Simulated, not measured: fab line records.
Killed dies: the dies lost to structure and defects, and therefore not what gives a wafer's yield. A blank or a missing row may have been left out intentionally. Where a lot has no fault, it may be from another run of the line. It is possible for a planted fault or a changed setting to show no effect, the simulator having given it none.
Struck lot and sound lot, side by side -- flow n5Finfet -- 27 steps out of a route of 1938
Sound: wafers L948.1, L948.2, L948.4. The struck wafers were L947.1, L947.3, L947.5. Last of all comes the cause.
At each step with rows: each side's tool, then ch and its chambers, then its first start. Under that, the readings that differ: sound wafers -- struck wafers -- difference of the means -- sigmas: that difference in standard deviations of wafers without a fault.
alike: same words and numbers on both sides, and readings whose means sit less than 2 such deviations apart. not compared: any withheld reading, any reading some wafer has no value for, any bound like >300 that may hide the same value, and any number with overlapping values for which the record gives no deviation.
Wherever a step has rows on one side only, a row that says differs or no value, or a row with sigmas, the two part there. Numbers that have no deviation but don't overlap get no sigmas and don't part them. A reading that every wafer of one side lacks parts them only if that side has two wafers or more.

first, 8 steps without rows for these wafers: N5_BEOL_M4_PRE_CLEAN_60 (time 15 s); N5_BEOL_M4_CO_CAP_55 (material Co, precursor CCTBA/H2, target thk 2 nm, time 102.1 s); N5_BEOL_M4_PRE_CLEAN_56 (time 15 s); N5_BEOL_M4_DEP_57 (deposits SiCN from 3MS/NH3, target thk 8 nm, time 14 s); N5_BEOL_M5_ILD_DEP_00 (deposits SiCOH lowk from DEMS/porogen, target thk 140.64 nm, time 25.9 s); N5_BEOL_M5_CURE_79 (cures SiCOH lowk, time 240 s); N5_BEOL_M5_PECVD_70 (deposits SiO2 from TEOS/O2, target thk 16 nm, time 18 s); N5_BEOL_M5_HM_DEP_02 (deposits TiN, target thk 20 nm).
N5_BEOL_M5_COAT_59: time 60 s, resist thk 60 nm.
  sound on lithoTrack-05 ch 0, day 12 01:55; struck on lithoTrack-01 ch 0, day 12 02:58
reading,sound,struck,difference,sigmas
exhaustPa (Pa),42.9 43.4 43.8,45.9 45.4 45.2,+2.1,+2
spinSpeedRpm (rpm),1501.1 1502.1 1498.5,1076.3 1075.7 1076.1,-424.5,-99 or more
model.SOC_of_BEOL_M5_COAT_59.thkNm (nm),60 59.8 59.8,70.6 70.4 70.4,+10.6,
then, 11 steps without rows for these wafers: N5_BEOL_M5_COAT_60 (time 60 s, resist thk 12 nm); N5_BEOL_M5_COAT_71 (time 60 s, resist thk 5 nm); N5_BEOL_M5_COAT_05 (resist thk 30 nm); N5_BEOL_M5_EBR_07; N5_BEOL_M5_SOFTBAKE_06 (time 60 s); N5_BEOL_M5_EXPOSE_08 (exposes mask M5, target cd 28 nm); N5_BEOL_M5_PEB_09 (peb time 60 s); N5_BEOL_M5_DEVELOP_10 (develop time 30 s); N5_BEOL_M5_DESCUM_16 (chemistry O2, time 7 s); N5_BEOL_M5_ETCH_72 (etches underlayer in N2/H2, target depth 6.5 nm, time 5.2 s); N5_BEOL_M5_ETCH_61 (etches SiARC in CF4, target depth 15.6 nm, time 26 s).
N5_BEOL_M5_ETCH_62: etches SOC in N2/H2, target depth 75 nm, overetch 15 nm, time 112.5 s.
  sound on rieDiel-05 ch 0,1,3, day 12 02:23; struck on rieDiel-05 ch 0,2, day 12 03:33
reading,sound,struck,difference,sigmas
model.etch.depthNm (nm),59.94 59.82 59.86,70.63 70.43 70.46,+10.63,
  alike: biasW, drypumpMotorCurrentA, oesProductAu, rfVppV, showerheadPlenumPTorr, throttleValvePct
  not compared: rfHoursCounterH
then, 3 steps without rows for these wafers: N5_BEOL_M5_STRIP_63 (strips in N2/H2); N5_BEOL_M5_STRIP_73 (strips in N2/H2); N5_BEOL_M5_STRIP_64 (strips in CF4).
N5_BEOL_M5_HM_OPEN_17: chemistry Cl2/BCl3, target TiN, target depth 20 nm, overetch 6 nm.
  sound on rieMetal-03 ch 0,1, day 12 02:34; struck on rieMetal-02 ch 0,1, day 12 03:43
reading,sound,struck,difference,sigmas
model.SOC_of_BEOL_M5_COAT_59.thkNm (nm),52 52 51.8,62.4 62.2 62.4,+10.4,
  alike: biasW, drypumpMotorCurrentA, oesProductAu, throttleValvePct
  not compared: rfHoursCounterH
then, 1 step without rows for these wafers: N5_BEOL_M5_STRIP_19 (strips in O2).
N5_PASSIVATION_PROBE_49:
  sound wafers here have rows in the record (prober-02, day 16 10:19); struck ones have none

## WHERE THEY PART
Earliest at N5_BEOL_M5_COAT_59; latest, in this record, at N5_PASSIVATION_PROBE_49.

WHY: what the simulator had put in
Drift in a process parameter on lithoTrack-01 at N5_BEOL_M5_COAT_59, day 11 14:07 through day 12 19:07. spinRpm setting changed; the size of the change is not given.
